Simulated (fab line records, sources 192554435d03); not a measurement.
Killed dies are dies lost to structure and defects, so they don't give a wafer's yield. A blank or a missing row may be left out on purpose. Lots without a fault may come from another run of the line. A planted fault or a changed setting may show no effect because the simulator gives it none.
Problem report in the 8D (eight disciplines) form, filled by code | flow n5_finfet | the parts of the form that need people (team, actions taken, sign-off) are left out

1. THE PROBLEM
trench_depth_nm at N5_BEOL_M2_OCD_MEAS_38 reads a mean of 46.3 nm on 2 wafers of 2 lots; wafers without a fault read 55.1 nm with a standard deviation of 0.69. That is -13 standard deviations from the usual mean.
First seen on wafer L951.6, day 8 13:52, on ocd-02. The record holds 20 wafers of 7 lots with a number at this step. Rule for "out", or "out of limits": more than 4 standard deviations from the usual mean. The other wafers with a number count as sound.

2. WHAT IT IS AND WHAT IT IS NOT
question                    | is               | is not
which readings at this step | trench_depth_nm  | -
which lots                  | L950, L951       | L947, L948, L960, L965, L966
which wafers of those lots  | L950.2, L951.6   | L950.3, L951.1, L951.3
read on which gauges        | ocd-01, ocd-02   | -
when                        | from day 8 13:52 | up to then (8 sound wafers); but 10 sound wafers of L950, L960, L965, L966 came after

3. SUSPECTS, AND WHAT RULES EACH OUT
Counting: a tool at a process step up to the reading stays a suspect if it ran every lot that is out. Sound lots after the first of them don't rule it out here, since some wafers of a struck lot are sound.
- the gauge at N5_BEOL_M2_OCD_MEAS_38: ruled out. The wafers that are out were read on 2 gauges (ocd-01, ocd-02).
- rie_diel-05 at N5_BEOL_M2_ETCH_63 (etches SiARC in CF4, target depth 15.6 nm, time 26 s): kept. It ran every lot that is out, first L951 (day 8 11:29).
- rie_diel-05 at N5_BEOL_M2_VIA_ETCH_34 (etches the open film in C4F6/O2, target depth 69.4 nm, time 65.9 s): kept. It ran every lot that is out, first L951 (day 8 13:37); its last sound lot up to then is L948 (day 8 03:50).
- rie_diel-05 at N5_BEOL_M2_TRENCH_ETCH_37 (etches SiOC in C4F6/O2, target depth 55.555 nm, time 29.2 s): kept. It ran every lot that is out, first L951 (day 8 13:43); its last sound lot up to then is L948 (day 8 03:59).
- rie_diel-05 at N5_BEOL_M2_STRIP_97 (strips in N2/H2, time 10 s): kept. It ran every lot that is out, first L951 (day 8 13:52); its last sound lot up to then is L948 (day 8 04:11). N5_BEOL_M2_STRIP_97 gives no start for some lots, so the hours and the order of its lots are those of N5_BEOL_M2_OCD_MEAS_38.
Left after counting: rie_diel-05 at N5_BEOL_M2_ETCH_63, rie_diel-05 at N5_BEOL_M2_VIA_ETCH_34, rie_diel-05 at N5_BEOL_M2_TRENCH_ETCH_37, rie_diel-05 at N5_BEOL_M2_STRIP_97.

4. THE CAUSE (what the simulator had put in)
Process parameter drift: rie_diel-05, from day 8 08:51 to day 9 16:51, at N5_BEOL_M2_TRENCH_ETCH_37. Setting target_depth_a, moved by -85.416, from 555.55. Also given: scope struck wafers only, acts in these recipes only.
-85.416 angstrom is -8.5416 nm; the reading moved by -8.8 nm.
Counting left 4 suspects, and this tool is among them.

5. THE CHAIN OF EFFECTS, in route order
Each row: a reading whose mean over the struck wafers that have a number lies more than 3 standard deviations from the usual. Only readings for which the record gives a usual standard deviation are gone through. hours: the time from each lot's start at the first step in this table that gives one to its start at this step, as a median over the lots. sigmas: the change in usual standard deviations.
hours | step                   | reading          | usual        | on struck wafers | change | sigmas
0     | N5_BEOL_M2_OCD_MEAS_38 | trench_depth_nm  | 55.1 nm      | 46.3             | -8.8   | -13
4     | N5_BEOL_M2_THK_MEAS_53 | M2_THK           | 39.8 nm      | 31.6             | -8.2   | -7.5
4     | N5_BEOL_M2_RS_MEAS_58  | M2_RS            | 0.673 ohm/sq | 0.905            | +0.232 | +10
26    | N5_BEOL_M4_RC_MEAS_101 | SERP_M2          | 194 ohm/um   | 244              | +50    | +4.2
26    | N5_BEOL_M4_RC_MEAS_101 | SERP_M2_max_site | 206 ohm/um   | 263              | +57    | +4.4

6. WHAT WOULD HAVE CAUGHT IT SOONER
In this record the first reading out of limits at a measuring or inspecting step was taken at day 8 13:52, 5 hours after the fault began at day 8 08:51.
Of the tool readings at N5_BEOL_M2_TRENCH_ETCH_37 for which the record gives a usual standard deviation, none was out on any struck wafer, so an alarm limit of 4 standard deviations on them would not have fired.
Of the lots that are out (2), L950 began N5_BEOL_M2_TRENCH_ETCH_37 on rie_diel-05 after day 8 13:52. A hold on the tool at that time would have spared it.
